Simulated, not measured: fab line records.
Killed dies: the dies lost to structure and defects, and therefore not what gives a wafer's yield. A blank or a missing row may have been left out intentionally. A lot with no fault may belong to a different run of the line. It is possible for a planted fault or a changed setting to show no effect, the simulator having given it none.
Chamber matching || flow nand_harc || NHARC_P_M2_STRIP_18 on rie_diel-13: 4 sister chambers
The step strips in N2/H2. 8 wafers are shown with their chamber, then 12 later ones without.

== EACH WAFER AND ITS CHAMBER ==
{"wafer": "L085.1", "chamber": 3, "drypump_motor_current_A (A)": 6.1, "rf_vpp_V (V)": 92.5}
{"wafer": "L089.1", "chamber": 3, "drypump_motor_current_A (A)": 6.0, "rf_vpp_V (V)": 92.5}
{"wafer": "L088.3", "chamber": 1, "drypump_motor_current_A (A)": 5.9, "rf_vpp_V (V)": 90.1}
{"wafer": "L088.4", "chamber": 2, "drypump_motor_current_A (A)": 6.0, "rf_vpp_V (V)": 90.9}
{"wafer": "L088.5", "chamber": 0, "drypump_motor_current_A (A)": 6.8, "rf_vpp_V (V)": 92.0}
{"wafer": "L092.2", "chamber": 1, "drypump_motor_current_A (A)": 5.9, "rf_vpp_V (V)": 90.5}
{"wafer": "L092.3", "chamber": 0, "drypump_motor_current_A (A)": 6.8, "rf_vpp_V (V)": 90.9}
{"wafer": "L092.6", "chamber": 2, "drypump_motor_current_A (A)": 6.0, "rf_vpp_V (V)": 90.3}

== WAFERS MISSING THEIR CHAMBER ==
{"wafer": "L091.2", "drypump_motor_current_A (A)": 6.8, "rf_vpp_V (V)": 90.4}
{"wafer": "L091.4", "drypump_motor_current_A (A)": 5.9, "rf_vpp_V (V)": 91.1}
{"wafer": "L091.6", "drypump_motor_current_A (A)": 5.9, "rf_vpp_V (V)": 90.4}
{"wafer": "L093.2", "drypump_motor_current_A (A)": 6.8, "rf_vpp_V (V)": 91.1}
{"wafer": "L093.3", "drypump_motor_current_A (A)": 6.1, "rf_vpp_V (V)": 93.2}
{"wafer": "L093.4", "drypump_motor_current_A (A)": 6.0, "rf_vpp_V (V)": 90.1}
{"wafer": "L095.2", "drypump_motor_current_A (A)": 6.0, "rf_vpp_V (V)": 91.4}
{"wafer": "L095.5", "drypump_motor_current_A (A)": 6.1, "rf_vpp_V (V)": 91.4}
{"wafer": "L095.6", "drypump_motor_current_A (A)": 6.0, "rf_vpp_V (V)": 91.6}
{"wafer": "L097.3", "drypump_motor_current_A (A)": 6.1, "rf_vpp_V (V)": 92.7}
{"wafer": "L097.4", "drypump_motor_current_A (A)": 6.1, "rf_vpp_V (V)": 90.9}
{"wafer": "L097.6", "drypump_motor_current_A (A)": 5.8, "rf_vpp_V (V)": 90.4}

== EACH ONE'S CHAMBER ==
{"wafer": "L091.2", "from the rows above": 0, "in truth": 0}
{"wafer": "L091.4", "from the rows above": "can't be placed: 1 or 2", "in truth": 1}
{"wafer": "L091.6", "from the rows above": 1, "in truth": 1}
{"wafer": "L093.2", "from the rows above": 0, "in truth": 0}
{"wafer": "L093.3", "from the rows above": 3, "in truth": 3}
{"wafer": "L093.4", "from the rows above": "can't be placed: 2 or 1", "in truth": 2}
{"wafer": "L095.2", "from the rows above": "can't be placed: 2 or 3 or 1", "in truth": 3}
{"wafer": "L095.5", "from the rows above": "can't be placed: 3 or 2", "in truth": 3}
{"wafer": "L095.6", "from the rows above": "can't be placed: 2 or 3 or 1", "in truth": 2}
{"wafer": "L097.3", "from the rows above": 3, "in truth": 3}
{"wafer": "L097.4", "from the rows above": "can't be placed: 2 or 3", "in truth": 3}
{"wafer": "L097.6", "from the rows above": 1, "in truth": 1}
Correctly placed: 6 of 12. From these rows, 6 cannot be placed; in 6 the true chamber is one of the candidates. Placed wrongly: 0.
How it was worked out, from the rows above alone: a wafer's distance from a chamber is the root of the sum, over the readings, of the square of ((its reading less the chamber's mean) divided by the reading's scatter). If the next closest chamber is less than 2 further off than the closest, the wafer can't be placed; otherwise it belongs to the closest. For every chamber, the mean is computed from those of its wafers that are shown. The scatter: the root of (the sum of the squares of (reading less its chamber's mean) over the shown wafers, divided by (wafers less chambers)).
